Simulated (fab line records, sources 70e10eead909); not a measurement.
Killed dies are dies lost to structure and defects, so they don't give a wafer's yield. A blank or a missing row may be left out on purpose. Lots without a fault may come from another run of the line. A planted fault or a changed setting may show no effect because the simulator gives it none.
One fault seen from 2 desks | flow nand_harc | each desk has only its own numbers; what lay behind them comes last

THE METROLOGY DESK
What the gauges read, lot by lot, whatever tool the lot ran on: means of the sampled wafers that have a number. A lot is out of limits, marked OUT, if its mean lies more than 4 standard deviations from the usual mean; the brackets give that distance.
Columns: A = cd_nm at NHARC_THIN_TSV_CD_MEAS_12, usual 998.6 nm; B = cd_nm at NHARC_THIN_TSV_CD_MEAS_37, usual 4999 nm
lot  | first seen here | A      | B
L624 | day 19 00:12    | 998.8  | 4997
L623 | day 19 01:17    | 995.3  | 4997
L625 | day 19 02:21    | 996.6  | 4997
L626 | day 19 03:39    | 998.5  | 4998
L627 | day 19 12:00    | 997.1  | 5001
L629 | day 20 10:52    | 996.7  | 4996
L628 | day 20 11:55    | 997.9  | 4996
L632 | day 20 13:08    | 999.6  | 5003
L631 | day 20 15:09    | 1002.0 | 5001
L630 | day 20 16:24    | 998.9  | 4997
L633 | day 20 23:34    | 994.7  | 4994
L638 | day 22 21:37    | 997.4  | 5000
L642 | day 23 04:23    | 996.3  | 5000
This desk's finding: nothing out of limits on any of the 13 lots.

THE TOOL OWNER'S DESK: rie_diel-06
The tool's own readings at NHARC_A_BLC_STRIP_21 (strips in O2): means of the sampled wafers that have a number, for each lot that ran on this tool. A lot is out of limits, marked OUT, if its mean lies more than 4 standard deviations from the usual mean; the brackets give that distance.
Columns: A = drypump_motor_current_A at NHARC_A_BLC_STRIP_21, usual 5.7 A; B = oes_product_au at NHARC_A_BLC_STRIP_21, usual 0.995 a.u.; C = rf_vpp_V at NHARC_A_BLC_STRIP_21, usual 57.8 V; D = showerhead_plenum_p_Torr at NHARC_A_BLC_STRIP_21, usual 3.53 Torr; E = throttle_valve_pct at NHARC_A_BLC_STRIP_21, usual 17.037 %
lot  | first seen here | A   | B     | C    | D    | E
L629 | day 19 02:31    | 6.1 | 0.996 | 57.8 | 3.46 | 17.037
L632 | day 19 10:08    | 5.5 | 0.986 | 57.6 | 3.51 | 17.038
L631 | day 19 11:08    | 5.0 | 0.987 | 58.1 | 3.65 | 17.034
L630 | day 19 12:18    | 5.8 | 0.997 | 58.0 | 3.60 | 17.035
L633 | day 19 17:29    | 6.4 | 1.004 | 58.3 | 3.46 | 17.039
L638 | day 21 05:49    | 5.9 | 0.995 | 57.3 | 3.50 | 17.036
L642 | day 22 01:04    | 5.5 | 0.993 | 56.9 | 3.50 | 17.039
This desk's finding: nothing out of limits on any of the 7 lots.

PUT TOGETHER
The metrology desk saw nothing out of limits.
The tool owner's desk saw nothing out of limits.

WHAT THE SIMULATOR HAD PUT IN
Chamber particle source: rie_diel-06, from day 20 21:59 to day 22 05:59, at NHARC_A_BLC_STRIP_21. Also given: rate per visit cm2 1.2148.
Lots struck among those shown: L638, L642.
